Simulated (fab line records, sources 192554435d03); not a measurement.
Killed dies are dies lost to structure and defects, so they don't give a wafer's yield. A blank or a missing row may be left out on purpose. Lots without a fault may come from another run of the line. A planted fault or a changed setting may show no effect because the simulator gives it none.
Split-lot experiment | flow n5_finfet | 7 lots, 21 wafers read, on a route of 1938 steps

THE SPLIT
At N5_BEOL_M8_COAT_59 (time 60 s, resist thk 100 nm), the setting spin_rpm was moved away from the recipe's 1500 rpm on 7 of the 21 wafers read, by -9.0% to +10.5%. The other wafers ran this setting at the recipe's value.

The reading is taken at the split's own step.

THE READING
SOC_of_BEOL_M8_COAT_59.thk_nm (the simulator's own value, which no gauge read), in nm, at N5_BEOL_M8_COAT_59 (time 60 s, resist thk 100 nm). The file gives no usual value for it. The 14 wafers here that ran the recipe average 100.2 nm, standard deviation 0.25 nm.

wafer  | tool, chamber at the split | spin_rpm as run, rpm | against the recipe | SOC_of_BEOL_M8_COAT_59.thk_nm, nm | against lot-mates on the recipe
L075.1 | litho_track-02, 0          | 1365                 | -9.0%              | 105.2                             | +4.8
L075.4 | litho_track-02, 0          | 1500                 | recipe             | 100.4                             | -
L075.5 | litho_track-02, 0          | 1365                 | -9.0%              | 105                               | +4.6
L078.1 | litho_track-01, 0          | 1500                 | recipe             | 100                               | -
L078.2 | litho_track-01, 0          | 1500                 | recipe             | 100                               | -
L078.4 | litho_track-01, 0          | 1500                 | recipe             | 99.8                              | -
L084.2 | litho_track-04, 0          | 1658                 | +10.5%             | 95                                | -4.8
L084.3 | litho_track-04, 0          | 1658                 | +10.5%             | 94.8                              | -5.0
L084.5 | litho_track-04, 0          | 1500                 | recipe             | 99.8                              | -
L085.2 | litho_track-01, 0          | 1500                 | recipe             | 100.4                             | -
L085.6 | litho_track-01, 0          | 1500                 | recipe             | 100.4                             | -
L085.4 | litho_track-01, 0          | 1500                 | recipe             | 100.2                             | -
L089.1 | litho_track-01, 0          | 1500                 | recipe             | 100.2                             | -
L089.5 | litho_track-01, 0          | 1500                 | recipe             | 100.2                             | -
L089.4 | litho_track-01, 0          | 1500                 | recipe             | 100                               | -
L096.1 | litho_track-04, 0          | 1561                 | +4.1%              | 98.2                              | -2.4
L096.2 | litho_track-04, 0          | 1561                 | +4.1%              | 98.2                              | -2.4
L096.3 | litho_track-04, 0          | 1500                 | recipe             | 100.6                             | -
L097.2 | litho_track-04, 0          | 1500                 | recipe             | 99.8                              | -
L097.4 | litho_track-04, 0          | 1500                 | recipe             | 100.4                             | -
L097.6 | litho_track-04, 0          | 1413                 | -5.8%              | 103.2                             | +3.1

THE FIT
A straight line over all 21 wafers: SOC_of_BEOL_M8_COAT_59.thk_nm changes by -0.518 nm for each +1% of spin_rpm; r = -1.00; the points scatter about the line by 0.24 nm.
The same after taking each lot's own level away (the mean of its wafers on the recipe; 21 wafers): -0.5 nm for each +1%; r = -1.00; scatter 0.22 nm.
On that fit, the largest move of spin_rpm shifts the reading by 5.3 nm.
The lots' own levels span 99.80 to 100.60 nm, that is 3.2 times the standard deviation above.
So the lot-to-lot level changes the slope little: the two slopes agree.
Check: with one of the wafers moved furthest among these (+10.5%) left out of the fit, the line predicts -5.42 nm for it against its lot-mates. It came out at -4.8 nm against them.

OTHER SPLITS ON THESE WAFERS
These wafers also went through other splits before the reading. Each is held against what the fit with the lots' levels taken away leaves over:
other split on the same wafers   | wafers away from the commonest value | r with SOC_of_BEOL_M8_COAT_59.thk_nm (lot level and that fit taken away)
N5_BEOL_M5_TRENCH_ETCH_37 time_s | 5                                    | +0.69
N5_BEOL_M6_EXPOSE_08 dose_mj     | 6                                    | +0.04
N5_BEOL_M6_STRIP_19 temp_c       | 8                                    | +0.00
N5_BEOL_M7_COAT_05 spin_rpm      | 7                                    | +0.39
N5_BEOL_M7_ETCH_61 source_w      | 7                                    | +0.02

THE FILE'S OWN FIT
SOC_of_BEOL_M8_COAT_59.thk_nm changes by -0.502 nm for each +1% of spin_rpm, r = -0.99.
